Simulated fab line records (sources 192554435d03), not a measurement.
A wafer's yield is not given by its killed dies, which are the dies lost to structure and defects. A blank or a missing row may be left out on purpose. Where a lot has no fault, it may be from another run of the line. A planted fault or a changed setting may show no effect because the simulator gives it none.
Matching of chambers    flow n5_finfet    3 sister chambers for N5_BEOL_M12_ILD_DEP_00 on pecvd-03
The step deposits SiOC from DEMS/O2, target thk 658.92 nm, time 130.7 s. 24 wafers are shown with their chamber, then 12 later ones without.

== WAFERS WITH THEIR CHAMBER ==
wafer   chamber  throttle_valve_pct (%)  heater_power_w (W)  rf_fwd_power_W (W)
L074.2  0        13.3                    426                 496.1
L074.3  2        12.0                    432                 501.0
L074.6  2        11.8                    341                 500.1
L077.2  0        13.2                    423                 496.0
L077.3  2        11.8                    423                 502.2
L077.4  0        13.2                    447                 496.1
L076.1  1        12.0                    457                 496.0
L076.3  2        11.9                    400                 497.6
L076.4  1        12.0                    500                 496.9
L082.3  2        12.2                    421                 497.5
L082.4  2        11.9                    431                 497.0
L082.5  1        11.7                    538                 496.7
L086.1  0        13.3                    461                 497.6
L086.3  2        11.9                    395                 500.8
L086.5  1        12.1                    513                 494.5
L084.2  1        12.0                    445                 499.3
L084.5  2        11.9                    400                 497.6
L084.6  0        13.3                    448                 498.3
L088.1  2        12.3                    350                 498.3
L088.2  0        13.4                    374                 497.7
L088.4  0        13.3                    415                 498.9
L091.1  1        11.6                    495                 497.2
L091.4  0        13.2                    409                 497.6
L091.5  2        11.9                    344                 498.8

SIGNATURES (means of the wafers above)
reading             chamber 0  chamber 1  chamber 2  scatter within a chamber
throttle_valve_pct  13.275     11.900     11.960     0.151
heater_power_w      425.38     491.33     393.70     33.1
rf_fwd_power_W      497.288    496.767    499.090    1.55
Rule: distance of a wafer from a chamber = root of the sum over the readings of ((wafer's reading minus chamber's mean) / reading's scatter) squared. If the next closest chamber is less than 2 further off than the closest, the wafer can't be placed; otherwise it belongs to the closest. The scatter: the root of (the sum of the squares of (reading less its chamber's mean) over the shown wafers, divided by (wafers less chambers)).

== WAFERS WITH NO CHAMBER GIVEN ==
wafer   throttle_valve_pct (%)  heater_power_w (W)  rf_fwd_power_W (W)
L090.3  12.0                    392                 497.5
L090.5  12.0                    511                 497.1
L090.6  13.1                    361                 498.4
L093.2  13.3                    457                 499.4
L093.3  12.2                    376                 497.1
L093.4  12.2                    395                 496.7
L097.1  13.2                    426                 500.1
L097.3  11.8                    531                 498.1
L097.5  12.0                    552                 496.6
L096.1  13.2                    401                 499.8
L096.5  13.1                    418                 498.4
L096.6  12.0                    536                 498.2

== THE CHAMBER EACH PASSED THROUGH ==
wafer   from the rows above      in truth
L090.3  2                        2
L090.5  1                        1
L090.6  0                        0
L093.2  0                        0
L093.3  can't be placed: 2 or 1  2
L093.4  can't be placed: 2 or 1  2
L097.1  0                        0
L097.3  1                        1
L097.5  1                        1
L096.1  0                        0
L096.5  0                        0
L096.6  1                        1
Correct placement for 10 of the 12. From these rows, 2 cannot be placed; in 2 the true chamber is one of the candidates. 0 placed wrongly.
